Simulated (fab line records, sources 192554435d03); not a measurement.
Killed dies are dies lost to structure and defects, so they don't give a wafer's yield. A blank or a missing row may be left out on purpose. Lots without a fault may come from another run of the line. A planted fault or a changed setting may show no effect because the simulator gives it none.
Which tool did it? | flow n5_finfet | 24 lots, 72 wafers sampled, at 6 steps of a route of 1938

WHAT THE GAUGES READ, wafer by wafer
N5_BEOL_M7_CD_MEAS_35: target cd 40 nm.
lot  | measured     | on        | cd_nm (nm)
L074 | day 8 13:57  | cd_sem-02 | 41.1 41.0 41.6
L075 | day 8 18:35  | cd_sem-03 | 39.8 39.6 40.5
L076 | day 8 18:41  | cd_sem-01 | 40.3 40.1 39.5
L077 | day 9 13:26  | cd_sem-01 | 40.4 40.1 40.3
L078 | day 9 21:48  | cd_sem-01 | 39.5 39.6 38.7
L079 | day 9 22:45  | cd_sem-03 | 40.8 41.0 40.4
L080 | day 10 01:43 | cd_sem-02 | 40.8 39.2 40.1
L081 | day 10 11:58 | cd_sem-03 | 39.1 40.1 38.7
L083 | day 10 15:29 | cd_sem-03 | 39.3 40.0 40.8
L082 | day 10 20:17 | cd_sem-02 | 39.7 39.7 39.6
L084 | day 10 20:41 | cd_sem-02 | 39.6 39.7 39.3
L085 | day 11 09:13 | cd_sem-02 | 40.8 40.2 40.6
L086 | day 11 17:52 | cd_sem-02 | 40.0 40.0 40.1
L087 | day 11 23:02 | cd_sem-01 | 40.1 40.3 39.9
L088 | day 12 06:38 | cd_sem-03 | 41.0 40.7 40.1
L090 | day 12 06:49 | cd_sem-03 | 41.1 41.0 40.5
L091 | day 12 13:49 | cd_sem-03 | 41.0 40.0 40.2
L089 | day 12 16:06 | cd_sem-02 | 40.5 40.8 41.2
L092 | day 12 20:40 | cd_sem-02 | 40.0 40.8 39.9
L093 | day 13 05:52 | cd_sem-02 | 40.0 39.8 40.3
L094 | day 13 08:53 | cd_sem-01 | 40.4 41.2 41.0
L095 | day 13 14:23 | cd_sem-02 | 41.0 41.2 41.3
L096 | day 14 08:54 | cd_sem-03 | 40.5 40.1 40.6
L097 | day 14 19:04 | cd_sem-03 | 41.4 40.2 40.0

WHICH TOOL RAN EACH LOT (tool, then ch and the chambers of the sampled wafers, then the start)
lot  | N5_BEOL_M6_DEGAS_44          | N5_BEOL_M6_SPUTTER_48        | N5_BEOL_M6_CMP_52             | N5_BEOL_M7_ETCH_72                 | N5_BEOL_M7_STRIP_80
L074 | pvd_sputter-03, day 8 08:07  | pvd_sputter-02, day 8 08:49  | cmp-04 ch 1,2,3, day 8 09:58  | rie_diel-03 ch 0,1,3, day 8 13:24  | rie_diel-03 ch 0,1,3, day 8 13:57 or earlier
L075 | pvd_sputter-02, day 8 11:52  | pvd_sputter-03, day 8 12:47  | cmp-02 ch 0,3, day 8 13:56    | rie_diel-01 ch 1,2, day 8 18:02    | rie_diel-01 ch 1,2, day 8 18:35 or earlier
L076 | pvd_sputter-03, day 8 13:22  | pvd_sputter-02, day 8 14:16  | cmp-02 ch 1,2,3, day 8 14:52  | rie_diel-03 ch 2,3, day 8 18:07    | rie_diel-03 ch 2,3, day 8 18:41 or earlier
L077 | pvd_sputter-02, day 9 03:07  | pvd_sputter-01, day 9 03:46  | cmp-04 ch 1,2, day 9 04:32    | rie_diel-03 ch 0,2,3, day 9 12:53  | rie_diel-03 ch 0,2,3, day 9 13:26 or earlier
L078 | pvd_sputter-03, day 9 13:53  | pvd_sputter-03, day 9 16:07  | cmp-03 ch 0,1, day 9 17:26    | rie_diel-03 ch 0,1,3, day 9 21:15  | rie_diel-03 ch 0,1,3, day 9 21:48 or earlier
L079 | pvd_sputter-01, day 9 14:19  | pvd_sputter-01, day 9 16:27  | cmp-03 ch 0,1,3, day 9 18:06  | rie_diel-03 ch 1,2,3, day 9 22:12  | rie_diel-03 ch 1,2,3, day 9 22:45 or earlier
L080 | pvd_sputter-03, day 9 20:16  | pvd_sputter-01, day 9 20:59  | cmp-03 ch 1,2,3, day 9 21:32  | rie_diel-01 ch 0,1, day 10 01:10   | rie_diel-01 ch 0,1, day 10 01:43 or earlier
L081 | pvd_sputter-01, day 10 06:27 | pvd_sputter-01, day 10 07:17 | cmp-03 ch 0,1,2, day 10 08:17 | rie_diel-01 ch 0,2,3, day 10 11:25 | rie_diel-01 ch 0,2,3, day 10 11:58 or earlier
L083 | pvd_sputter-03, day 10 09:04 | pvd_sputter-02, day 10 09:42 | cmp-04 ch 0,1, day 10 10:45   | rie_diel-05 ch 0,1,3, day 10 14:56 | rie_diel-05 ch 0,1,3, day 10 15:29 or earlier
L082 | pvd_sputter-03, day 10 13:02 | pvd_sputter-02, day 10 14:38 | cmp-03 ch 0,2,3, day 10 15:12 | rie_diel-01 ch 1,3, day 10 19:44   | rie_diel-01 ch 1,3, day 10 20:17 or earlier
L084 | pvd_sputter-03, day 10 15:19 | pvd_sputter-03, day 10 16:13 | cmp-03 ch 0,1,3, day 10 16:49 | rie_diel-01 ch 0,1,3, day 10 20:08 | rie_diel-01 ch 0,1,3, day 10 20:41 or earlier
L085 | pvd_sputter-03, day 11 01:02 | pvd_sputter-03, day 11 01:47 | cmp-04 ch 1,3, day 11 02:29   | rie_diel-03 ch 0,1, day 11 08:40   | rie_diel-03 ch 0,1, day 11 09:13 or earlier
L086 | pvd_sputter-03, day 11 09:49 | pvd_sputter-02, day 11 10:38 | cmp-02 ch 0,2,3, day 11 11:30 | rie_diel-05 ch 0,1,3, day 11 17:19 | rie_diel-05 ch 0,1,3, day 11 17:52 or earlier
L087 | pvd_sputter-03, day 11 18:18 | pvd_sputter-03, day 11 19:00 | cmp-04 ch 0,2,3, day 11 19:40 | rie_diel-05 ch 0,2, day 11 22:29   | rie_diel-05 ch 0,2, day 11 23:02 or earlier
L088 | pvd_sputter-02, day 11 23:19 | pvd_sputter-03, day 12 00:26 | cmp-03 ch 0,1,3, day 12 00:59 | rie_diel-05 ch 0,1,2, day 12 06:05 | rie_diel-05 ch 0,1,2, day 12 06:38 or earlier
L090 | pvd_sputter-03, day 11 23:35 | pvd_sputter-03, day 12 00:31 | cmp-04 ch 0,2, day 12 01:10   | rie_diel-03 ch 0,1,2, day 12 06:16 | rie_diel-03 ch 0,1,2, day 12 06:49 or earlier
L091 | pvd_sputter-01, day 12 07:37 | pvd_sputter-03, day 12 08:22 | cmp-03 ch 1,2,3, day 12 09:13 | rie_diel-05 ch 0,1,3, day 12 13:16 | rie_diel-05 ch 0,1,3, day 12 13:49 or earlier
L089 | pvd_sputter-01, day 12 10:55 | pvd_sputter-02, day 12 11:30 | cmp-02 ch 0,1, day 12 12:02   | rie_diel-01 ch 0,1,2, day 12 15:33 | rie_diel-01 ch 0,1,2, day 12 16:06 or earlier
L092 | pvd_sputter-01, day 12 14:07 | pvd_sputter-01, day 12 15:12 | cmp-03 ch 0,1,3, day 12 15:53 | rie_diel-05 ch 2,3, day 12 20:08   | rie_diel-05 ch 2,3, day 12 20:40 or earlier
L093 | pvd_sputter-01, day 12 22:55 | pvd_sputter-03, day 12 23:43 | cmp-02 ch 2,3, day 13 00:14   | rie_diel-01 ch 0,3, day 13 05:19   | rie_diel-01 ch 0,3, day 13 05:52 or earlier
L094 | pvd_sputter-02, day 13 03:16 | pvd_sputter-02, day 13 03:55 | cmp-03 ch 0,2, day 13 04:29   | rie_diel-05 ch 0,3, day 13 08:20   | rie_diel-05 ch 0,3, day 13 08:53 or earlier
L095 | pvd_sputter-02, day 13 09:49 | pvd_sputter-03, day 13 10:27 | cmp-04 ch 0,2,3, day 13 10:58 | rie_diel-01 ch 0,1,2, day 13 13:50 | rie_diel-01 ch 0,1,2, day 13 14:23 or earlier
L096 | pvd_sputter-01, day 14 00:01 | pvd_sputter-03, day 14 00:36 | cmp-03 ch 1,2,3, day 14 01:22 | rie_diel-01 ch 0,2,3, day 14 08:21 | rie_diel-01 ch 0,2,3, day 14 08:54 or earlier
L097 | pvd_sputter-03, day 14 12:56 | pvd_sputter-03, day 14 13:46 | cmp-03 ch 0,1,2, day 14 14:37 | rie_diel-05 ch 0,2, day 14 18:31   | rie_diel-05 ch 0,2, day 14 19:04 or earlier
- N5_BEOL_M6_DEGAS_44: time 60 s.
- N5_BEOL_M6_SPUTTER_48: material Cu, target thk 10 nm, time 1.667 s.
- N5_BEOL_M6_CMP_52: polishes, stops on SiCOH lowk, t overpolish 6.9 s, target thk 80 nm.
- N5_BEOL_M7_ETCH_72: etches underlayer in N2/H2, target depth 6.5 nm, time 5.2 s.
- N5_BEOL_M7_STRIP_80: strips in N2/H2, time 10 s.

WHAT THE TOOLS THEMSELVES READ (means of the sampled wafers that have a number; where no wafer has one, the mark that the record gives instead)
N5_BEOL_M6_DEGAS_44.
lot  | tool           | heater_power_w (W)
L074 | pvd_sputter-03 | 350
L075 | pvd_sputter-02 | 328
L076 | pvd_sputter-03 | 355
L077 | pvd_sputter-02 | 329
L078 | pvd_sputter-03 | 320
L079 | pvd_sputter-01 | 320
L080 | pvd_sputter-03 | 327
L081 | pvd_sputter-01 | 354
L083 | pvd_sputter-03 | 359
L082 | pvd_sputter-03 | 336
L084 | pvd_sputter-03 | 335
L085 | pvd_sputter-03 | 353
L086 | pvd_sputter-03 | 335
L087 | pvd_sputter-03 | 332
L088 | pvd_sputter-02 | 323
L090 | pvd_sputter-03 | 341
L091 | pvd_sputter-01 | 320
L089 | pvd_sputter-01 | 326
L092 | pvd_sputter-01 | 327
L093 | pvd_sputter-01 | 337
L094 | pvd_sputter-02 | 332
L095 | pvd_sputter-02 | 323
L096 | pvd_sputter-01 | 324
L097 | pvd_sputter-03 | 348

N5_BEOL_M6_SPUTTER_48.
lot  | tool           | cathode_dc_power_W (W) | throttle_valve_pct (%)
L074 | pvd_sputter-02 | 26002                  | 28.9
L075 | pvd_sputter-03 | 26003                  | 30.3
L076 | pvd_sputter-02 | 26000                  | 29.5
L077 | pvd_sputter-01 | 25999                  | 29.8
L078 | pvd_sputter-03 | 25999                  | 29.2
L079 | pvd_sputter-01 | 25999                  | 28.6
L080 | pvd_sputter-01 | 26001                  | 29.2
L081 | pvd_sputter-01 | 25997                  | 29.8
L083 | pvd_sputter-02 | 26002                  | 30.1
L082 | pvd_sputter-02 | 25999                  | 29.6
L084 | pvd_sputter-03 | 25999                  | 29.3
L085 | pvd_sputter-03 | 26002                  | 30.2
L086 | pvd_sputter-02 | 26000                  | 28.9
L087 | pvd_sputter-03 | 26000                  | 29.5
L088 | pvd_sputter-03 | 26001                  | 29.3
L090 | pvd_sputter-03 | 26000                  | 30.2
L091 | pvd_sputter-03 | 26001                  | 29.3
L089 | pvd_sputter-02 | 26003                  | 30.1
L092 | pvd_sputter-01 | 26001                  | 29.0
L093 | pvd_sputter-03 | 26004                  | 29.6
L094 | pvd_sputter-02 | 25997                  | 29.5
L095 | pvd_sputter-03 | 26001                  | 30.1
L096 | pvd_sputter-03 | 25995                  | 29.4
L097 | pvd_sputter-03 | 26002                  | 31.5

N5_BEOL_M6_CMP_52.
lot  | tool   | barrier_field_endpoint_s (s) | motor_current_A (A) | overpolish_run_s (s) | time_to_endpoint_s (s)
L074 | cmp-04 | 29.7                         | 6.1                 | 6.906                | 66
L075 | cmp-02 | 28.7                         | 6.2                 | 6.898                | 62
L076 | cmp-02 | 29.0                         | 5.7                 | 6.900                | 61
L077 | cmp-04 | 27.8                         | 5.9                 | 6.893                | 59
L078 | cmp-03 | 27.8                         | 5.4                 | 6.896                | 60
L079 | cmp-03 | 28.9                         | 5.4                 | 6.897                | 59
L080 | cmp-03 | 28.9                         | 5.8                 | 6.900                | 64
L081 | cmp-03 | 28.3                         | 5.7                 | 6.907                | 62
L083 | cmp-04 | 28.1                         | 6.0                 | 6.908                | 59
L082 | cmp-03 | 28.6                         | 5.8                 | 6.906                | 60
L084 | cmp-03 | 28.4                         | 5.4                 | 6.902                | 61
L085 | cmp-04 | 27.7                         | 6.8                 | 6.908                | 57
L086 | cmp-02 | 28.9                         | 5.9                 | 6.909                | 62
L087 | cmp-04 | 27.9                         | 6.5                 | 6.901                | 61
L088 | cmp-03 | 28.4                         | 5.6                 | 6.901                | 64
L090 | cmp-04 | 28.4                         | 5.9                 | 6.897                | 60
L091 | cmp-03 | 29.6                         | 5.6                 | 6.901                | 62
L089 | cmp-02 | 28.8                         | 5.6                 | 6.893                | 63
L092 | cmp-03 | 28.6                         | 5.5                 | 6.905                | 65
L093 | cmp-02 | 29.5                         | 5.6                 | 6.894                | 65
L094 | cmp-03 | 28.8                         | 5.5                 | 6.896                | 59
L095 | cmp-04 | 28.2                         | 6.4                 | 6.890                | 58
L096 | cmp-03 | 28.8                         | 5.5                 | 6.900                | 63
L097 | cmp-03 | 27.8                         | 5.5                 | 6.899                | 58

N5_BEOL_M7_ETCH_72.
lot  | tool        | chamber_pressure_mTorr (mTorr) | drypump_motor_current_A (A) | etch_rf_on_time_s (s) | oes_product_au (a.u.) | rf_vpp_V (V) | showerhead_plenum_p_Torr (Torr) | throttle_valve_pct (%)
L074 | rie_diel-03 | 30.00                          | 5.8                         | 5.20                  | 0.67                  | 525          | 2.56                            | 17.96
L075 | rie_diel-01 | 30.01                          | 5.3                         | 5.19                  | 0.64                  | 523          | 2.53                            | 18.21
L076 | rie_diel-03 | 30.05                          | 5.3                         | 5.26                  | 0.61                  | 525          | 2.55                            | 17.83
L077 | rie_diel-03 | 30.02                          | 5.5                         | 5.25                  | 0.62                  | 522          | 2.53                            | 17.88
L078 | rie_diel-03 | 29.94                          | 5.8                         | 5.32                  | 0.65                  | 525          | 2.55                            | 17.99
L079 | rie_diel-03 | 29.99                          | 5.5                         | 5.29                  | 0.65                  | 522          | 2.51                            | 17.82
L080 | rie_diel-01 | 30.04                          | 5.5                         | 5.06                  | 0.74                  | 525          | 2.58                            | 17.86
L081 | rie_diel-01 | 30.03                          | 5.1                         | 5.25                  | 0.63                  | 523          | 2.51                            | 18.16
L083 | rie_diel-05 | 29.98                          | 5.8                         | 5.18                  | 0.64                  | 524          | 2.54                            | 17.66
L082 | rie_diel-01 | 30.00                          | 5.5                         | 5.19                  | 0.63                  | 521          | 2.48                            | 17.89
L084 | rie_diel-01 | 30.01                          | 5.3                         | 5.10                  | 0.68                  | 523          | 2.53                            | 17.96
L085 | rie_diel-03 | 30.00                          | 6.0                         | 5.41                  | 0.64                  | 524          | 2.53                            | 18.06
L086 | rie_diel-05 | 29.99                          | 5.8                         | 5.15                  | 0.63                  | 524          | 2.54                            | 17.67
L087 | rie_diel-05 | 30.01                          | 6.4                         | 5.03                  | 0.67                  | 526          | 2.55                            | 17.62
L088 | rie_diel-05 | 29.99                          | 6.1                         | 5.12                  | 0.67                  | 524          | 2.56                            | 17.68
L090 | rie_diel-03 | 30.03                          | 5.7                         | 5.30                  | 0.65                  | 523          | 2.48                            | 17.90
L091 | rie_diel-05 | 29.98                          | 5.8                         | 5.14                  | 0.64                  | 523          | 2.54                            | 17.67
L089 | rie_diel-01 | 30.04                          | 5.2                         | 5.11                  | 0.75                  | 524          | 2.55                            | 17.99
L092 | rie_diel-05 | 30.02                          | 6.1                         | 5.14                  | 0.62                  | 526          | 2.62                            | 17.53
L093 | rie_diel-01 | 29.95                          | 5.0                         | 5.21                  | 0.67                  | 524          | 2.53                            | 18.08
L094 | rie_diel-05 | 30.00                          | 5.7                         | 5.11                  | 0.62                  | 520          | 2.42                            | 17.73
L095 | rie_diel-01 | 29.99                          | 5.3                         | 5.11                  | 0.74                  | 524          | 2.55                            | 18.00
L096 | rie_diel-01 | 29.98                          | 5.1                         | 5.26                  | 0.68                  | 522          | 2.50                            | 18.06
L097 | rie_diel-05 | 30.02                          | 6.0                         | 5.11                  | 0.64                  | 522          | 2.44                            | 17.77

N5_BEOL_M7_STRIP_80.
lot  | tool        | chamber_pressure_mTorr (mTorr) | drypump_motor_current_A (A) | oes_product_au (a.u.) | rf_vpp_V (V) | showerhead_plenum_p_Torr (Torr) | throttle_valve_pct (%)
L074 | rie_diel-03 | 20.002                         | 5.8                         | 0.78                  | 58.9         | 2.55                            | 23.9
L075 | rie_diel-01 | 20.004                         | 5.3                         | 0.75                  | 59.0         | 2.53                            | 24.0
L076 | rie_diel-03 | 19.998                         | 5.3                         | 0.72                  | 59.7         | 2.54                            | 23.5
L077 | rie_diel-03 | 20.006                         | 5.4                         | 0.73                  | 59.3         | 2.52                            | 23.6
L078 | rie_diel-03 | 20.016                         | 5.8                         | 0.77                  | 58.9         | 2.55                            | 23.9
L079 | rie_diel-03 | 19.982                         | 5.5                         | 0.78                  | 59.4         | 2.51                            | 23.6
L080 | rie_diel-01 | 19.994                         | 5.5                         | 0.84                  | 59.2         | 2.58                            | 23.7
L081 | rie_diel-01 | 20.020                         | 5.1                         | 0.73                  | 59.2         | 2.50                            | 24.1
L083 | rie_diel-05 | 20.008                         | 5.8                         | 0.75                  | 59.9         | 2.54                            | 23.4
L082 | rie_diel-01 | 19.998                         | 5.5                         | 0.73                  | 59.2         | 2.47                            | 23.7
L084 | rie_diel-01 | 20.006                         | 5.3                         | 0.77                  | 59.0         | 2.52                            | 23.8
L085 | rie_diel-03 | 20.004                         | 6.0                         | 0.77                  | 58.6         | 2.52                            | 24.0
L086 | rie_diel-05 | 20.005                         | 5.8                         | 0.74                  | 59.4         | 2.54                            | 23.4
L087 | rie_diel-05 | 20.009                         | 6.4                         | 0.78                  | 59.3         | 2.55                            | 23.4
L088 | rie_diel-05 | 20.006                         | 6.2                         | 0.77                  | 59.6         | 2.56                            | 23.5
L090 | rie_diel-03 | 20.007                         | 5.7                         | 0.76                  | 58.7         | 2.47                            | 23.7
L091 | rie_diel-05 | 19.998                         | 5.8                         | 0.74                  | 59.8         | 2.53                            | 23.4
L089 | rie_diel-01 | 20.006                         | 5.2                         | 0.87                  | 59.6         | 2.54                            | 23.9
L092 | rie_diel-05 | 19.976                         | 6.1                         | 0.72                  | 59.3         | 2.61                            | 23.1
L093 | rie_diel-01 | 20.016                         | 5.1                         | 0.76                  | 59.7         | 2.53                            | 24.0
L094 | rie_diel-05 | 20.012                         | 5.7                         | 0.72                  | 58.5         | 2.42                            | 23.5
L095 | rie_diel-01 | 20.000                         | 5.2                         | 0.86                  | 59.0         | 2.54                            | 23.9
L096 | rie_diel-01 | 20.007                         | 5.1                         | 0.81                  | 59.2         | 2.49                            | 24.0
L097 | rie_diel-05 | 19.995                         | 6.0                         | 0.74                  | 58.9         | 2.44                            | 23.6

THE ANSWER, worked out from the rows above alone
Rule: what is usual is taken from the lots themselves. Put in order of their means at a reading, lots are off if they are a third of the lots or fewer, leave a main group of 4 or more, and stand apart from it by a gap of 3 or more times the standard deviation of the main group's means; of several such gaps the widest counts. A main group whose means are all the same, to the digits that the tables above print for the reading, isn't used. A lot without any number at a reading at which 4 lots or more have one is off too. The other lots that the step has rows for count as sound. The gauges are gone through in route order, then the tools' own readings, and for those a lot's mean is taken as printed above. The first step at which some lot is off is used, and at that step the reading that is off furthest; a lot without a number counts as furthest.
No lot is off at any reading shown: from this, nothing can be told.

WHAT THE SIMULATOR HAD PUT IN
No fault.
